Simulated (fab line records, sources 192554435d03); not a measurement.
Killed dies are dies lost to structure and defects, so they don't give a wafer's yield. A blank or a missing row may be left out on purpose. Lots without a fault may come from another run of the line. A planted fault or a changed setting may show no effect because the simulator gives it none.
Which tool did it? | flow n5_finfet | 9 lots, 27 wafers sampled, at 3 steps of a route of 1938

WHAT THE GAUGES READ, wafer by wafer
N5_FIN_SAQP_CD_MEAS_16: target cd 35.6 nm.
lot  | measured    | on        | cd_nm (nm)
L202 | day 1 22:02 | cd_sem-03 | 36.4 35.8 35.9
L203 | day 2 04:16 | cd_sem-03 | 36.0 35.7 35.7
L204 | day 2 10:55 | cd_sem-03 | 35.5 35.2 36.0
L207 | day 3 04:25 | cd_sem-01 | 35.4 36.2 35.6
L210 | day 3 21:14 | cd_sem-01 | 35.5 35.7 35.7
L216 | day 5 09:33 | cd_sem-02 | 34.8 35.6 35.6
L217 | day 5 16:04 | cd_sem-02 | 35.9 36.1 35.4
L220 | day 6 10:53 | cd_sem-03 | 36.0 35.8 35.7
L224 | day 7 10:30 | cd_sem-01 | 35.8 36.1 35.8

WHICH TOOL RAN EACH LOT (tool, then ch and the chambers of the sampled wafers, then the start)
lot  | N5_PMOS_HMC_CHANNEL_EPI_EPI_20 | N5_FIN_SAQP_HM_DEP_03
L202 | epi_rpcvd-02 ch 0, day 1 18:20 | pecvd-02 ch 1,2, day 1 21:16
L203 | epi_rpcvd-02 ch 0, day 2 00:55 | pecvd-02 ch 0,1,2, day 2 03:37
L204 | epi_rpcvd-04 ch 0, day 2 07:49 | pecvd-01 ch 0,1,2, day 2 10:15
L207 | epi_rpcvd-01 ch 0, day 3 00:12 | pecvd-02 ch 0,1,2, day 3 03:38
L210 | epi_rpcvd-04 ch 0, day 3 18:04 | pecvd-04 ch 1,2, day 3 20:34
L216 | epi_rpcvd-04 ch 0, day 5 06:00 | pecvd-04 ch 0,2, day 5 08:45
L217 | epi_rpcvd-04 ch 0, day 5 12:07 | pecvd-04 ch 1,2, day 5 15:17
L220 | epi_rpcvd-02 ch 0, day 6 06:59 | pecvd-02 ch 0,2, day 6 10:06
L224 | epi_rpcvd-02 ch 0, day 7 06:26 | pecvd-04 ch 0,2, day 7 09:43
- N5_PMOS_HMC_CHANNEL_EPI_EPI_20: deposits SiGe30, target thk 59 nm.
- N5_FIN_SAQP_HM_DEP_03: deposits SiNx from SiH4/NH3/N2, target thk 38 nm, time 33.6 s.

THE ANSWER, worked out from the rows above alone
Rule: what is usual is taken from the lots themselves. Put in order of their means at a reading, lots are off if they are a third of the lots or fewer, leave a main group of 4 or more, and stand apart from it by a gap of 3 or more times the standard deviation of the main group's means; of several such gaps the widest counts. A main group whose means are all the same, to the digits that the tables above print for the reading, isn't used. A lot without any number at a reading at which 4 lots or more have one is off too. The other lots that the step has rows for count as sound.
No lot is off at any reading shown: from this, nothing can be told.

WHAT THE SIMULATOR HAD PUT IN
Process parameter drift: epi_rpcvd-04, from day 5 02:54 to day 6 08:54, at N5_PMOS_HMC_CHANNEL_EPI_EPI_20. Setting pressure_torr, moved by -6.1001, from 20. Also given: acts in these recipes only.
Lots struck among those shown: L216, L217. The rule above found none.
